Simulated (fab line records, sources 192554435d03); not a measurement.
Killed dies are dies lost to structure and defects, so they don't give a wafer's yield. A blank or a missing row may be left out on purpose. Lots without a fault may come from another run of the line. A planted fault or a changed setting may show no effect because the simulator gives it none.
One fault seen from 2 desks | flow n5_finfet | each desk has only its own numbers; what lay behind them comes last

THE TOOL OWNER'S DESK: pecvd-02
The tool's own readings at N5_BEOL_M4_DEP_57 (deposits SiCN from 3MS/NH3, target thk 8 nm, time 14 s): means of the sampled wafers that have a number, for each lot that ran on this tool. A lot is out of limits, marked OUT, if its mean lies more than 4 standard deviations from the usual mean; the brackets give that distance.
Columns: A = showerhead_plenum_p_Torr at N5_BEOL_M4_DEP_57, usual 3.666 Torr; B = throttle_valve_pct at N5_BEOL_M4_DEP_57, usual 9.2 %
lot  | first seen here | A     | B
L949 | day 8 00:57     | 3.646 | 8.8
L956 | day 10 14:43    | 3.666 | 9.4
L959 | day 10 21:55    | 3.667 | 9.5
This desk's finding: nothing out of limits on any of the 3 lots.

THE METROLOGY DESK
What the gauges read, lot by lot, whatever tool the lot ran on: means of the sampled wafers that have a number. A lot is out of limits, marked OUT, if its mean lies more than 4 standard deviations from the usual mean; the brackets give that distance. Of its 12 readings 7 are shown: those that lie furthest out on some lot.
Columns: A = DIBL_N at N5_BEOL_M4_RC_MEAS_101, usual 36.8 mV/V; B = DIBL_P at N5_BEOL_M4_RC_MEAS_101, usual 37.0 mV/V; C = IOFF_N at N5_BEOL_M4_RC_MEAS_101, usual 0.18 nA/um; D = ION_N at N5_BEOL_M4_RC_MEAS_101, usual 680 uA/um; E = ION_P at N5_BEOL_M4_RC_MEAS_101, usual 466 uA/um; F = SS_N at N5_BEOL_M4_RC_MEAS_101, usual 71.7 mV/dec; G = SS_P at N5_BEOL_M4_RC_MEAS_101, usual 73.5 mV/dec
lot  | first seen here | A    | B    | C    | D   | E   | F    | G
L949 | day 8 00:46     | 35.8 | 36.8 | 0.18 | 691 | 477 | 71.6 | 73.3
L956 | day 10 14:31    | 36.0 | 35.7 | 0.16 | 670 | 462 | 71.5 | 73.2
L959 | day 10 21:43    | 37.6 | 35.9 | 0.21 | 694 | 468 | 72.0 | 72.7
L961 | day 11 13:44    | 35.8 | 36.1 | 0.18 | 689 | 469 | 71.2 | 73.1
L965 | day 12 20:13    | 34.6 | 34.4 | 0.14 | 672 | 460 | 70.7 | 72.5
L969 | day 13 10:12    | 37.7 | 39.8 | 0.20 | 689 | 472 | 71.4 | 73.5
This desk's finding: nothing out of limits on any of the 6 lots.

PUT TOGETHER
The tool owner's desk saw nothing out of limits.
The metrology desk saw nothing out of limits.

WHAT THE SIMULATOR HAD PUT IN
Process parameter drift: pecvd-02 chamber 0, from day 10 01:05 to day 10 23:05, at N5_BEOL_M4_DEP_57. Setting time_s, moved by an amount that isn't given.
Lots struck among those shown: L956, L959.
